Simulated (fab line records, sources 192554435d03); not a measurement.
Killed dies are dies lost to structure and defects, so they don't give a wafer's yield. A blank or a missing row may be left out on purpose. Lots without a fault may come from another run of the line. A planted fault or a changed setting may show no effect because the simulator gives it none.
One fault seen from 2 desks | flow n5_finfet | each desk has only its own numbers; what lay behind them comes last

THE METROLOGY DESK
What the gauges read, lot by lot, whatever tool the lot ran on: means of the sampled wafers that have a number. A lot is out of limits, marked OUT, if its mean lies more than 4 standard deviations from the usual mean; the brackets give that distance. Of its 11 readings 7 are shown: the one that was out of limits first, and those that lie furthest out on some lot.
Columns: A = trench_depth_nm at N5_BEOL_M3_OCD_MEAS_38, usual 54.8 nm; B = DIBL_N at N5_BEOL_M4_RC_MEAS_101, usual 36.3 mV/V; C = DIBL_P at N5_BEOL_M4_RC_MEAS_101, usual 36.3 mV/V; D = IOFF_P at N5_BEOL_M4_RC_MEAS_101, usual 0.21 nA/um; E = ION_P at N5_BEOL_M4_RC_MEAS_101, usual 459 uA/um; F = SS_N at N5_BEOL_M4_RC_MEAS_101, usual 71.6 mV/dec; G = SS_P at N5_BEOL_M4_RC_MEAS_101, usual 73.3 mV/dec
lot  | first seen here | A               | B    | C    | D    | E   | F    | G
L116 | day 7 11:11     | 54.4            | 35.4 | 35.4 | 0.20 | 456 | 71.6 | 72.9
L119 | day 7 23:45     | 55.4            | 36.1 | 38.1 | 0.20 | 455 | 71.4 | 73.6
L120 | day 8 07:51     | 53.3            | 37.0 | 35.9 | 0.19 | 453 | 72.2 | 73.8
L122 | day 9 13:29     | 55.1            | 32.8 | 33.0 | 0.18 | 455 | 71.2 | 72.7
L129 | day 12 10:09    | 60.7 (+5.9) OUT | 38.7 | 37.6 | 0.23 | 463 | 71.7 | 74.2
L132 | day 12 14:39    | 59.5 (+4.7) OUT | 38.8 | 38.9 | 0.24 | 467 | 72.6 | 73.6
L137 | day 12 19:55    | 55.1            | 35.0 | 33.9 | 0.17 | 459 | 71.1 | 72.8
L138 | day 13 19:48    | 54.1            | 36.7 | 37.0 | 0.22 | 460 | 71.9 | 73.0
This desk's finding: out of limits on L129, L132; first on L129, day 12 10:09 (trench_depth_nm at N5_BEOL_M3_OCD_MEAS_38). In limits: L116, L119, L120, L122, L137, L138.

THE TOOL OWNER'S DESK: rie_diel-01
The tool's own readings at N5_BEOL_M3_TRENCH_ETCH_37 (etches SiOC in C4F6/O2, target depth 55.555 nm, time 29.2 s): means of the sampled wafers that have a number, for each lot that ran on this tool. A lot is out of limits, marked OUT, if its mean lies more than 4 standard deviations from the usual mean; the brackets give that distance. Of its 8 readings 7 are shown: the one that was out of limits first, and those that lie furthest out on some lot.
Columns: A = drypump_motor_current_A at N5_BEOL_M3_TRENCH_ETCH_37, usual 5.9 A; B = oes_f_703_au at N5_BEOL_M3_TRENCH_ETCH_37, usual 0.77 a.u.; C = oes_o_777_au at N5_BEOL_M3_TRENCH_ETCH_37, usual 0.77 a.u.; D = oes_product_au at N5_BEOL_M3_TRENCH_ETCH_37, usual 0.77 a.u.; E = rf_fwd_power_W at N5_BEOL_M3_TRENCH_ETCH_37, usual 349.1 W; F = rf_vpp_V at N5_BEOL_M3_TRENCH_ETCH_37, usual 660 V; G = throttle_valve_pct at N5_BEOL_M3_TRENCH_ETCH_37, usual 20.74 %
lot  | first seen here | A   | B    | C    | D    | E               | F              | G
L116 | day 7 11:01     | 5.7 | 0.80 | 0.81 | 0.80 | 350.6           | 665            | 20.79
L120 | day 8 07:41     | 5.5 | 0.76 | 0.75 | 0.76 | 348.4           | 667            | 20.76
L129 | day 12 09:59    | 5.4 | 0.96 | 0.95 | 0.79 | 435.9 (+39) OUT | 599 (-4.1) OUT | 21.00
L132 | day 12 14:30    | 5.6 | 0.98 | 0.97 | 0.80 | 435.0 (+39) OUT | 595 (-4.3) OUT | 20.94
This desk's finding: out of limits on L129, L132; first on L129, day 12 09:59 (rf_fwd_power_W at N5_BEOL_M3_TRENCH_ETCH_37). In limits: L116, L120.

PUT TOGETHER
The tool owner's desk could have raised an alarm at day 12 09:59, on L129, L132.
The metrology desk could have raised an alarm at day 12 10:09, on L129, L132.
Of the lots named, all ran N5_BEOL_M3_TRENCH_ETCH_37 on rie_diel-01.

WHAT THE SIMULATOR HAD PUT IN
Process parameter drift: rie_diel-01, from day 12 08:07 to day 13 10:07, at N5_BEOL_M3_TRENCH_ETCH_37. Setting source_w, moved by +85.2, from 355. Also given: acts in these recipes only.
Lots struck among those shown: L129, L132.
Hours from the fault's start to each desk's first reading out of limits: the tool owner's desk, 2; the metrology desk, 2.
